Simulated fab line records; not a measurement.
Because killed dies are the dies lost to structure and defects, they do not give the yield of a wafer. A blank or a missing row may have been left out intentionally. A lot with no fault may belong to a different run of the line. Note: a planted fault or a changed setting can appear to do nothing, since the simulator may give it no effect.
fab line records -- flow nand_harc
[record] lots = 6, wafers = 18, last_day = 23
route steps=1159 shown A_M1@1038
lots that met no fault: taken from a fault-free run of the same line
start_h: the number of hours between the record's first day and the start of the first shown wafer of the lot -- wait_h: hours from the lot's prior step to this one -- " same as the row above -- L1.1+2: several wafers, shown together as one row -- - no value, or no start given -- * or withheld: withheld -- < > ~ a bound
route shown NAME@n: a module of which the file shows steps, and the number in the route of the first -- usual: the fault-free wafers' mean and standard deviation -- same: alike in all rows -- chamber/n: place in a boat -- sites: each site's reading -- _std_site: the standard deviation of these -- _edge_site: the outer-site mean with the inner-site mean subtracted -- radius_mm: how far each site lies from the wafer's centre -- mask NAME#n: copy n -- behind: the last tool/chamber to shape the wafer -- hold: reason for holding the lot/hours on hold/outcome of the hold -- device: names the non-switching transistor (n, p or np) -- end of line: the same wafers' tests at the end of the route -- step lacking rows: just its recipe -- killed: at the first sort, the dies lost to defects and structure; wafer yield is something else -- map: a wafer's dies, marking killed ones x, the rest . and places with no die _
set.NAME: the setting as run; set.NAME@STEP: as run at that earlier step -- model.NAME: the simulator's own value behind a step, which no gauge read
certain route steps with their lots: each step a table, each wafer a row
services: the hour from which a tool's chamber was out of use, counted from the record's first day as start_h (under 0 if before that day), plus the number of hours and why
[[steps]]
[step NHARC_A_M1_INSPECT_11]
[usual] raw_defect_count = 31/14
lot.wafer,tool,chamber,start_h,wait_h,raw_defect_count
L794.2,defect_inspect-01,-,409.07,0.0,34
L794.4,defect_inspect-01,-,409.07,0.0,31
L794.6,defect_inspect-01,-,409.07,0.0,23
L800.1,defect_inspect-01,-,449.05,0.0,17
L800.3,defect_inspect-01,-,449.05,0.0,22
L800.5,defect_inspect-01,-,449.05,0.0,7
L802.1,defect_inspect-01,-,477.42,0.0,31
L802.2,defect_inspect-01,-,477.42,0.0,34
L802.4,defect_inspect-01,-,477.42,0.0,36
L807.1,defect_inspect-01,-,505.09,0.0,27
L807.3,defect_inspect-01,-,505.09,0.0,42
L807.6,defect_inspect-01,-,505.09,0.0,43
L808.1,defect_inspect-02,-,505.28,0.0,33
L808.2,defect_inspect-02,-,505.28,0.0,29
L808.5,defect_inspect-02,-,505.28,0.0,40
L809.1,defect_inspect-01,-,517.37,0.0,10
L809.3,defect_inspect-01,-,517.37,0.0,7
L809.5,defect_inspect-01,-,517.37,0.0,8
[step NHARC_A_M1_DESCUM_14]
[recipe] time_s = 3, o2_flow_sccm = 200, ar_flow_sccm = 0, bias_power_w = 0, chemistry = O2
[step NHARC_A_M1_ETCH_35]
[recipe] target_depth_a = 400, overetch_a = 120, time_s = 43.94, ion_energy_ev = 200, n2_flow_sccm = 150, h2_flow_sccm = 150, ar_flow_sccm = 0, rf_w = 400, bias_w = 150, chemistry = N2/H2
[usual] chamber_pressure_mTorr = 30.001/0.027, drypump_motor_current_A = 5.8/0.53, oes_product_au = 0.996/0.0094, rf_vpp_V = 431.0/2.8, showerhead_plenum_p_Torr = 2.05/0.099, throttle_valve_pct = 14.171/0.0097
lot.wafer,tool,chamber,start_h,wait_h,chamber_pressure_mTorr,drypump_motor_current_A,oes_product_au,rf_hours_counter_h,rf_vpp_V,showerhead_plenum_p_Torr,throttle_valve_pct
L794.4,rie_diel-06,1,409.23,0.1,30.030,6.2,1.008,9,426.3,1.91,14.170
L794.2,rie_diel-06,3,409.23,0.1,30.039,6.5,0.996,11,431.9,2.10,14.168
L794.6,rie_diel-06,2,409.23,0.1,30.010,5.2,1.002,-,433.8,2.18,14.185
L800.3,rie_diel-12,1,449.19,0.1,29.986,5.3,0.999,5,435.0,2.14,14.172
L800.1,rie_diel-12,2,449.19,0.1,29.997,5.8,1.003,4,434.4,2.18,14.173
L800.5,rie_diel-12,1,449.19,0.1,29.990,5.3,0.994,-,432.2,2.13,14.184
L802.4,rie_diel-06,1,477.57,0.1,29.976,6.2,0.998,2,427.6,1.91,14.173
L802.2,rie_diel-06,2,477.57,0.1,30.021,5.2,0.990,2,434.5,2.18,14.187
L802.1,rie_diel-06,3,477.57,0.1,30.002,6.5,1.003,3,431.9,2.10,14.171
L807.1,rie_diel-12,2,505.24,0.1,30.003,5.8,0.992,10,434.4,2.18,14.189
L807.3,rie_diel-12,0,505.24,0.1,30.010,5.6,0.980,11,430.4,2.02,14.179
L807.6,rie_diel-12,3,505.24,0.1,30.025,6.3,0.989,-,427.8,1.97,14.182
L808.2,rie_diel-13,0,505.43,0.1,30.014,4.9,1.015,1,433.1,2.11,14.169
L808.1,rie_diel-13,2,505.43,0.1,30.001,5.5,0.987,1,426.8,1.93,14.180
L808.5,rie_diel-13,0,505.43,0.1,30.026,4.9,1.013,-,431.6,2.11,14.157
L809.3,rie_diel-06,1,517.53,0.1,30.045,6.2,1.002,5,428.3,1.91,14.177
L809.1,rie_diel-06,2,517.53,0.1,30.020,5.2,1.006,5,435.8,2.18,14.166
L809.5,rie_diel-06,3,517.53,0.1,30.047,6.5,0.999,-,432.9,2.10,14.168
[step NHARC_A_M1_ETCH_15]
[recipe] target_depth_a = 1825, time_s = 91.2, c4f8_flow_sccm = withheld, ar_flow_sccm = 400, rf_w = 600, bias_w = 300, chemistry = C4F8/Ar
[usual] chamber_pressure_mTorr = 24.999/0.021, oes_product_au = 0.950/0.021, rf_vpp_V = 441.2/2.8
lot.wafer,tool,chamber,start_h,wait_h,chamber_pressure_mTorr,oes_product_au,rf_hours_counter_h,rf_vpp_V
L794.4,rie_diel-06,2,-,-,25.016,0.921,12,445.4
L794.2,rie_diel-06,3,-,-,25.006,0.916,11,443.8
L794.6,rie_diel-06,2,-,-,25.022,0.924,-,444.7
L800.1,rie_diel-12,2,-,-,24.992,0.966,5,446.3
L800.3,rie_diel-12,3,-,-,25.023,0.952,5,438.7
L800.5,rie_diel-12,2,-,-,25.012,0.972,-,444.3
L802.1,rie_diel-06,2,-,-,25.024,0.928,2,445.0
L802.2,rie_diel-06,0,-,-,25.002,0.932,2,438.9
L802.4,rie_diel-06,1,-,-,25.005,0.912,2,436.2
L807.1,rie_diel-12,1,-,-,25.025,0.913,9,441.9
L807.3,rie_diel-12,2,-,-,24.988,0.922,10,444.8
L807.6,rie_diel-12,3,-,-,25.022,0.912,-,439.0
L808.2,rie_diel-13,3,-,-,25.057,0.985,1,440.3
L808.1,rie_diel-13,1,-,-,24.971,0.970,1,443.1
L808.5,rie_diel-13,0,-,-,25.035,0.972,-,442.1
L809.1,rie_diel-06,1,-,-,25.008,0.966,5,437.9
L809.3,rie_diel-06,2,-,-,24.963,0.976,5,443.0
L809.5,rie_diel-06,0,-,-,25.031,0.969,-,437.2
[step NHARC_A_M1_CD_MEAS_16]
[usual] cd_nm = 120.1/0.87
lot.wafer,tool,chamber,start_h,wait_h,cd_nm
L794.2,cd_sem-03,-,409.77,-,119.5
L794.4,cd_sem-03,-,409.77,-,119.4
L794.6,cd_sem-03,-,409.77,-,120.3
L800.1,cd_sem-01,-,449.41,-,120.3
L800.3,cd_sem-01,-,449.41,-,121.2
L800.5,cd_sem-01,-,449.41,-,121.0
L802.1,cd_sem-03,-,477.79,-,120.2
L802.2,cd_sem-03,-,477.79,-,120.3
L802.4,cd_sem-03,-,477.79,-,118.2
L807.1,cd_sem-01,-,505.46,-,121.8
L807.3,cd_sem-01,-,505.46,-,120.5
L807.6,cd_sem-01,-,505.46,-,121.8
L808.1,cd_sem-02,-,505.65,-,119.2
L808.2,cd_sem-02,-,505.65,-,118.5
L808.5,cd_sem-02,-,505.65,-,118.7
L809.1,cd_sem-02,-,517.74,-,120.1
L809.3,cd_sem-02,-,517.74,-,121.5
L809.5,cd_sem-02,-,517.74,-,120.9
[step NHARC_A_M1_STRIP_18]
[recipe] power_w = 1000, n2_flow_sccm = 150, h2_flow_sccm = 150, ar_flow_sccm = 0, bias_w = 0, chemistry = N2/H2
[step NHARC_A_M1_ETCH_28]
[recipe] target_depth_a = 300, over_etch_frac = 0.3, time_s = 72.99, ion_energy_ev = 150, cf4_flow_sccm = 50, n2_flow_sccm = 100, ar_flow_sccm = 150, rf_w = 300, bias_w = 100, chemistry = CF4/N2
[usual] chamber_pressure_mTorr = 29.997/0.028, drypump_motor_current_A = 5.8/0.57, oes_product_au = 0.996/0.01, rf_vpp_V = 314.1/2.1, showerhead_plenum_p_Torr = 2.62/0.11, throttle_valve_pct = 19.795/0.0096
lot.wafer,tool,chamber,start_h,wait_h,chamber_pressure_mTorr,drypump_motor_current_A,oes_product_au,rf_hours_counter_h,rf_vpp_V,showerhead_plenum_p_Torr,throttle_valve_pct
L794.2,rie_diel-06,3,-,-,29.993,6.5,0.989,11,317.3,2.70,19.791
L794.4,rie_diel-06,0,-,-,30.030,6.5,1.004,10,311.7,2.48,19.786
L794.6,rie_diel-06,2,-,-,29.964,5.2,0.990,-,315.9,2.79,19.813
L800.3,rie_diel-13,3,-,-,29.998,6.6,0.995,5,313.4,2.60,19.803
L800.1,rie_diel-13,0,-,-,30.011,5.0,0.987,5,316.0,2.71,19.793
L800.5,rie_diel-13,2,-,-,30.003,5.4,0.998,-,313.1,2.49,19.788
L802.1,rie_diel-12,3,-,-,30.001,6.4,0.999,9,312.8,2.54,19.787
L802.2,rie_diel-12,0,-,-,30.016,5.6,0.989,9,314.8,2.60,19.789
L802.4,rie_diel-12,1,-,-,30.022,5.2,0.993,7,316.7,2.74,19.798
L807.1,rie_diel-12,2,-,-,30.021,5.8,0.994,10,315.3,2.79,19.795
L807.3,rie_diel-12,3,-,-,30.041,6.3,0.993,11,311.3,2.54,19.803
L807.6,rie_diel-12,1,-,-,29.992,5.2,0.997,-,315.2,2.74,19.779
L808.2,rie_diel-13,2,-,-,30.032,5.5,0.984,1,312.7,2.49,19.780
L808.1,rie_diel-13,0,-,-,30.047,5.0,1.008,1,315.6,2.71,19.781
L808.5,rie_diel-13,2,-,-,30.000,5.5,0.993,-,311.7,2.49,19.792
L809.3,rie_diel-13,2,-,-,29.997,5.5,0.990,1,311.8,2.49,19.808
L809.1,rie_diel-13,1,-,-,30.010,5.9,0.987,1,314.6,2.64,19.797
L809.5,rie_diel-13,0,-,-,29.946,5.0,0.996,-,315.1,2.71,19.797
[step NHARC_A_M1_STRIP_19]
[recipe] time_s = 600, temp_c = 30, chemistry = post_etch_residue_remover
[step NHARC_A_M1_DEGAS_29]
[recipe] temp_c = 250, time_s = 60
[usual] heater_power_w = 331/23
lot.wafer,tool,chamber,start_h,wait_h,heater_power_w
L794.4,pvd_sputter-01,-,410.48,-,327
L794.2,pvd_sputter-01,-,410.48,-,386
L794.6,pvd_sputter-01,-,410.48,-,330
L800.1,pvd_sputter-01,-,450.19,-,320
L800.3,pvd_sputter-01,-,450.19,-,333
L800.5,pvd_sputter-01,-,450.19,-,327
L802.1,pvd_sputter-03,-,478.52,-,319
L802.2,pvd_sputter-03,-,478.52,-,339
L802.4,pvd_sputter-03,-,478.52,-,349
L807.1,pvd_sputter-01,-,506.21,-,389
L807.3,pvd_sputter-01,-,506.21,-,317
L807.6,pvd_sputter-01,-,506.21,-,331
L808.2,pvd_sputter-02,-,506.39,-,313
L808.1,pvd_sputter-02,-,506.39,-,333
L808.5,pvd_sputter-02,-,506.39,-,322
L809.3,pvd_sputter-02,-,518.54,-,343
L809.1,pvd_sputter-02,-,518.54,-,315
L809.5,pvd_sputter-02,-,518.54,-,311
[step NHARC_A_M1_PRE_CLEAN_30]
[recipe] time_s = 30, temp_c = 280, gas = H2/He
[step NHARC_A_M1_PVD_20]
[recipe] target_thk_a = 50, bias_v = 168.6, power_w = 15000, chamber_pressure_pa = 0.12, time_s = 8.06, substrate_temp_c = 50, material = TaN
[usual] throttle_valve_pct = 30.6/1.4
lot.wafer,tool,chamber,start_h,wait_h,throttle_valve_pct
L794.2,pvd_sputter-01,-,-,-,30.7
L794.4,pvd_sputter-01,-,-,-,29.5
L794.6,pvd_sputter-01,-,-,-,31.4
L800.3,pvd_sputter-01,-,-,-,29.5
L800.1,pvd_sputter-01,-,-,-,30.7
L800.5,pvd_sputter-01,-,-,-,31.4
L802.4,pvd_sputter-03,-,-,-,30.8
L802.2,pvd_sputter-03,-,-,-,31.0
L802.1,pvd_sputter-03,-,-,-,29.4
L807.1,pvd_sputter-01,-,-,-,32.6
L807.3,pvd_sputter-01,-,-,-,31.7
L807.6,pvd_sputter-01,-,-,-,32.5
L808.1,pvd_sputter-02,-,-,-,31.3
L808.2,pvd_sputter-02,-,-,-,29.8
L808.5,pvd_sputter-02,-,-,-,26.6
L809.1,pvd_sputter-02,-,-,-,30.1
L809.3,pvd_sputter-02,-,-,-,29.6
L809.5,pvd_sputter-02,-,-,-,26.7
[step NHARC_A_M1_PVD_21]
[recipe] target_thk_a = 300, chamber_pressure_pa = 5, power_w = 5000, substrate_temp_c = 30, time_s = 20.49, material = Cu
[step NHARC_A_M1_ECD_22]
[recipe] target_thk_a = 4000, bath_temp_c = 25, material = Cu
[usual] bath_temp_c = 25.03/0.1
lot.wafer,tool,chamber,start_h,wait_h,bath_temp_c
L794.2,ecd_cu-01,1,410.84,-,24.79
L794.4,ecd_cu-01,0,410.84,-,24.95
L794.6,ecd_cu-01,0,410.84,-,24.92
L800.1,ecd_cu-02,1,451.22,-,25.15
L800.3,ecd_cu-02,0,451.22,-,24.97
L800.5,ecd_cu-02,0,451.22,-,24.93
L802.2,ecd_cu-01,1,478.88,-,25.12
L802.1,ecd_cu-01,0,478.88,-,24.93
L802.4,ecd_cu-01,1,478.88,-,25.16
L807.1,ecd_cu-01,1,506.56,-,25.16
L807.3,ecd_cu-01,0,506.56,-,24.96
L807.6,ecd_cu-01,0,506.56,-,25.02
L808.1,ecd_cu-02,0,506.83,-,24.93
L808.2,ecd_cu-02,1,506.83,-,24.88
L808.5,ecd_cu-02,0,506.83,-,25.02
L809.1,ecd_cu-01,1,518.94,-,25.09
L809.3,ecd_cu-01,1,518.94,-,25.07
L809.5,ecd_cu-01,0,518.94,-,25.07
[step NHARC_A_M1_ANNEAL_31]
[recipe] temp_c = 225, time_s = 90
[step NHARC_A_M1_CMP_23]
[recipe] t_overpolish_s = 20, target_thk_nm = 154.34
[usual] motor_current_A = 12.2/1.5, pad_life_wafers = 252/130, retaining_ring_pressure_frac = 1.000/0.005, slurry_filter_dp_kPa = 13.50/0.14, time_to_endpoint_s = 28.3/1.8
lot.wafer,tool,chamber,start_h,wait_h,motor_current_A,pad_life_wafers,retaining_ring_pressure_frac,slurry_filter_dp_kPa,time_to_endpoint_s
L794.4,cmp-03,0,411.62,-,9.7,314,0.993,13.34,27.8
L794.2,cmp-03,1,411.62,-,13.3,315,0.995,13.39,29.3
L794.6,cmp-03,2,411.62,-,14.2,-,0.997,13.56,27.9
L800.1,cmp-01,1,452.02,-,15.0,396,0.997,13.55,27.6
L800.3,cmp-01,2,452.02,-,9.2,397,0.997,13.33,25.3
L800.5,cmp-01,2,452.02,-,10.3,-,1.001,13.60,24.7
L802.1,cmp-03,2,479.74,-,14.6,127,1.013,13.45,31.1
L802.2,cmp-03,3,479.74,-,13.1,128,0.999,13.47,30.8
L802.4,cmp-03,0,479.74,-,9.3,129,1.000,13.77,30.1
L807.3,cmp-04,3,507.34,-,12.6,32,0.996,13.75,12.7
L807.1,cmp-04,0,507.34,-,12.6,33,1.002,13.34,29.4
L807.6,cmp-04,1,507.34,-,12.6,-,0.999,13.40,26.7
L808.1,cmp-03,3,507.61,-,12.2,288,0.999,13.37,29.0
L808.2,cmp-03,0,507.61,-,9.3,289,0.997,13.76,27.8
L808.5,cmp-03,3,507.61,-,13.1,-,1.011,13.24,30.1
L809.1,cmp-03,0,519.67,-,9.4,361,1.005,13.53,28.1
L809.3,cmp-03,1,519.67,-,13.1,362,0.995,13.44,14.7
L809.5,cmp-03,0,519.67,-,9.8,-,1.007,13.40,27.2
[[services]]
tool,chamber,start_h,hours,kind
pvd_sputter-02,-,392.00,10.0,pm
cmp-04,-,399.06,4.0,pm
rie_diel-06,1,401.22,1.8,repair
cmp-01,-,408.23,0.9,repair
rie_diel-06,-,418.20,9.0,pm
rie_diel-13,1,424.12,48.2,repair
rie_diel-13,0,425.82,3.1,repair
cmp-01,-,429.98,2.0,repair
cmp-04,-,431.73,0.6,repair
pvd_sputter-03,-,431.98,2.8,repair
pvd_sputter-01,-,432.26,2.1,repair
ecd_cu-01,-,448.00,8.0,pm
cmp-03,-,451.83,4.0,pm
rie_diel-13,-,453.00,9.0,pm
pvd_sputter-01,-,453.29,1.1,repair
pvd_sputter-03,-,458.00,10.0,pm
rie_diel-12,1,460.25,10.2,repair
cmp-03,-,465.36,0.7,repair
cmp-04,-,471.75,1.2,repair
pvd_sputter-03,-,489.02,4.4,repair
rie_diel-13,3,506.60,15.7,repair
rie_diel-06,-,507.11,2.3,repair
pvd_sputter-01,-,507.57,6.3,repair
pvd_sputter-01,-,514.07,10.0,pm
[[key]]
[first_sign] step = NHARC_A_M1_CMP_23, reading = time_to_endpoint_s, direction = down, sigmas = 8.1, usual = *, struck = *
effect none on later readings
met_at NHARC_A_M1_ECD_22
struck_wafers L807.3,L809.3
later_rows_left_out L807.3,L809.3
sort_left_out L807.3,L809.3
onset_between 478.88 506.56
[fault] kind = process_parameter_drift, tool = ecd_cu-01, chamber = -, onset_h = 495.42, steps = NHARC_A_M1_ECD_22, channel = target_thk_a, offset = *, shape = step, end_h = 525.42, scope = struck_wafers_only, acts_in = *, stated = *
// sort_left_out: the simulated sort isn't trusted on such a fault, so these wafers' sort isn't shown, and their yield isn't known
// later_rows_left_out: the simulator's readings of these wafers behind a module that went badly wrong aren't trusted and aren't shown, but for the sort
